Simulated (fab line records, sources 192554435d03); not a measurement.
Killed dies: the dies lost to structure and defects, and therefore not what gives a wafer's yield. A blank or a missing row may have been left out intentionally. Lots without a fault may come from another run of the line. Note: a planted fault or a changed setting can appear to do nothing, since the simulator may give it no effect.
Matching of chambers | flow n5 finfet | rie diel-03 running N5_BEOL_M6_STRIP_19: 4 sister chambers
The step strips in O2. 4 wafers are shown with their chamber, then 12 later ones without.

== WAFERS, EACH WITH ITS CHAMBER ==
wafer  | chamber | drypump motor current A (A)
L088.6 | 0       | 6.3
L090.1 | 3       | 5.9
L090.2 | 1       | 6.3
L090.6 | 2       | 5.5

== WAFERS WHOSE CHAMBER IS MISSING ==
wafer  | drypump motor current A (A)
L092.1 | 6.3
L092.2 | 6.3
L092.6 | 5.9
L094.1 | 6.3
L094.5 | 6.4
L094.6 | 5.4
L093.1 | 5.5
L093.4 | 6.3
L093.5 | 6.4
L095.1 | 5.9
L095.2 | 5.5
L095.4 | 5.9

== CHAMBER TAKEN BY EACH ==
wafer  | from the rows above     | in truth
L092.1 | can't be placed: 0 or 1 | 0
L092.2 | can't be placed: 0 or 1 | 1
L092.6 | 3                       | 3
L094.1 | can't be placed: 0 or 1 | 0
L094.5 | can't be placed: 0 or 1 | 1
L094.6 | 2                       | 2
L093.1 | 2                       | 2
L093.4 | can't be placed: 0 or 1 | 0
L093.5 | can't be placed: 0 or 1 | 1
L095.1 | 3                       | 3
L095.2 | 2                       | 2
L095.4 | 3                       | 3
Correct placement for 6 of the 12. Cannot be placed on the basis of these rows: 6; the candidates contain the true chamber in 6. Number placed wrongly: 0.
How it was worked out, from the rows above alone: a wafer's distance from a chamber is the root of the sum, over the readings, of the square of ((its reading less the chamber's mean) divided by the reading's scatter). The wafer belongs to the nearest chamber; if the next one is less than 2 further off, it can't be placed. The mean given for a chamber averages the wafers shown for that chamber. The scatter: with one shown wafer a chamber, the root of the mean of the squares of how far each hidden wafer lies from its nearest shown one.
